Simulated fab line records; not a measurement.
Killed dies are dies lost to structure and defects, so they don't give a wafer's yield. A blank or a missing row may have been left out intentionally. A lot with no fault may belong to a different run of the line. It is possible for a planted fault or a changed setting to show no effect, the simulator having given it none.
Which tool was responsible?	flow nandHarc	route of 1159 steps, sampled at 1 step: 24 lots, 72 wafers

## WHAT THE GAUGES READ, wafer by wafer
NHARC_A_M0_INSPECT_11. Usual: rawDefectCount 30, standard deviation 13.
lot	measured	on	rawDefectCount	flag
L074	day 17 16:55	defectInspect-02	18 25 21	
L078	day 17 22:30	defectInspect-01	44 42 29	
L075	day 18 02:48	defectInspect-02	24 19 21	
L076	day 18 03:16	defectInspect-02	31 39 36	
L080	day 18 03:40	defectInspect-02	25 30 30	
L079	day 18 07:11	defectInspect-01	8 8 11	
L077	day 18 08:07	defectInspect-01	11 17 19	
L081	day 19 10:26	defectInspect-02	24 20 27	
L082	day 19 10:50	defectInspect-01	26 25 22	
L083	day 20 09:07	defectInspect-01	33 43 37	
L085	day 20 11:29	defectInspect-01	31 28 25	
L084	day 20 20:13	defectInspect-01	20 31 29	
L087	day 20 21:16	defectInspect-02	27 30 37	
L088	day 21 04:57	defectInspect-01	40 49 37	
L086	day 21 13:02	defectInspect-01	35 43 30	
L089	day 21 14:14	defectInspect-01	38 36 25	
L090	day 21 18:05	defectInspect-02	74 75 49	
L092	day 22 07:24	defectInspect-02	15 11 17	
L095	day 22 07:38	defectInspect-01	23 21 27	
L091	day 22 08:05	defectInspect-01	58 55 48	
L094	day 22 11:06	defectInspect-01	55 34 54	
L093	day 22 14:53	defectInspect-02	40 38 50	
L096	day 23 00:49	defectInspect-01	17 22 26	
L097	day 23 11:16	defectInspect-01	23 25 24	

## WHAT TOOL EACH LOT RAN ON (gives the tool, then ch and the chambers of the sampled wafers, and finally the start)
Before these readings, the record contains no process step.

## AS READ BY THE TOOLS THEMSELVES (means over the sampled wafers that have a number; for cases with no such wafer, the mark the record gives instead)
The record holds no such reading with a usual standard deviation.

## THE ANSWER, worked out from the rows above alone
Rule: lot off if the mean of its wafers having a number is beyond 3 standard deviations from the usual mean. A lot without any number at a reading at which 4 lots or more have one is off too. All remaining lots with rows at the step are treated as sound. First the gauges in route order, then the tools' own readings, where a lot's mean is used as printed above. The first step at which some lot is off is used, and at that step the reading that is off furthest; a lot without a number counts as furthest.
No lot is off on any of the readings shown, so nothing can be concluded from this.

## WHAT THE SIMULATOR HAD INSERTED
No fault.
